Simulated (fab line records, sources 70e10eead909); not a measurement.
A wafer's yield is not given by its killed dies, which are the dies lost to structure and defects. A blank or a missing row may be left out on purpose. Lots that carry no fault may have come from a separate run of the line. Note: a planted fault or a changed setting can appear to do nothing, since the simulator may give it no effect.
Chamber matching | flow nand-harc | NHARC_P_M2_STRIP_18 on rie-diel-09 has 4 sister chambers
The step strips in N2/H2. 16 wafers are shown with their chamber, then 8 later ones without.

WAFERS, EACH WITH ITS CHAMBER
wafer  | chamber | showerhead-plenum-p-Torr (Torr) | drypump-motor-current-A (A) | oes-product-au (a.u.)
L074.1 | 3       | 1.90                            | 6.1                         | 1.008
L074.4 | 2       | 1.94                            | 5.7                         | 1.002
L074.6 | 0       | 1.94                            | 5.9                         | 0.978
L077.1 | 0       | 1.94                            | 5.9                         | 1.010
L077.2 | 3       | 1.90                            | 6.2                         | 1.020
L077.5 | 2       | 1.94                            | 5.8                         | 0.998
L087.1 | 1       | 2.11                            | 6.3                         | 1.003
L087.3 | 2       | 1.94                            | 5.8                         | 1.002
L087.4 | 0       | 1.93                            | 5.9                         | 0.993
L088.1 | 0       | 1.93                            | 5.9                         | 0.996
L088.3 | 2       | 1.94                            | 5.8                         | 1.006
L088.4 | 3       | 1.89                            | 6.2                         | 1.009
L089.1 | 2       | 1.94                            | 5.8                         | 0.999
L089.3 | 0       | 1.93                            | 5.9                         | 0.998
L089.4 | 1       | 2.11                            | 6.3                         | 1.000
L090.1 | 0       | 1.93                            | 5.9                         | 0.988

SIGNATURES (means of the wafers above)
reading                  | chamber 0 | chamber 1 | chamber 2 | chamber 3 | scatter within a chamber
showerhead-plenum-p-Torr | 1.9333    | 2.1100    | 1.9400    | 1.8967    | 0.00408
drypump-motor-current-A  | 5.900     | 6.300     | 5.780     | 6.167     | 0.035
oes-product-au           | 0.99383   | 1.00150   | 1.00140   | 1.01233   | 0.00764
Rule: distance of a wafer from a chamber = root of the sum over the readings of ((wafer's reading minus chamber's mean) / reading's scatter) squared. The wafer belongs to the nearest chamber; if the next one is less than 2 further off, it can't be placed. The scatter: take each reading less its chamber's mean, square it, sum over the shown wafers, divide by the number of wafers less the number of chambers, and take the root.

WAFERS MISSING THEIR CHAMBER
wafer  | showerhead-plenum-p-Torr (Torr) | drypump-motor-current-A (A) | oes-product-au (a.u.)
L090.3 | 1.94                            | 5.8                         | 1.008
L090.4 | 2.11                            | 6.4                         | 1.009
L091.3 | 1.93                            | 5.9                         | 0.986
L091.5 | 2.11                            | 6.3                         | 1.006
L091.6 | 1.94                            | 5.8                         | 1.007
L094.1 | 1.93                            | 5.9                         | 0.971
L094.2 | 2.11                            | 6.3                         | 1.018
L094.5 | 2.11                            | 6.3                         | 1.005

EACH ONE'S CHAMBER
wafer  | from the rows above | in truth
L090.3 | 2                   | 2
L090.4 | 1                   | 1
L091.3 | 0                   | 0
L091.5 | 1                   | 1
L091.6 | 2                   | 2
L094.1 | 0                   | 0
L094.2 | 1                   | 1
L094.5 | 1                   | 1
Placed correctly: 8 of 8. Left unplaced by these rows: 0. Wrongly placed: 0.
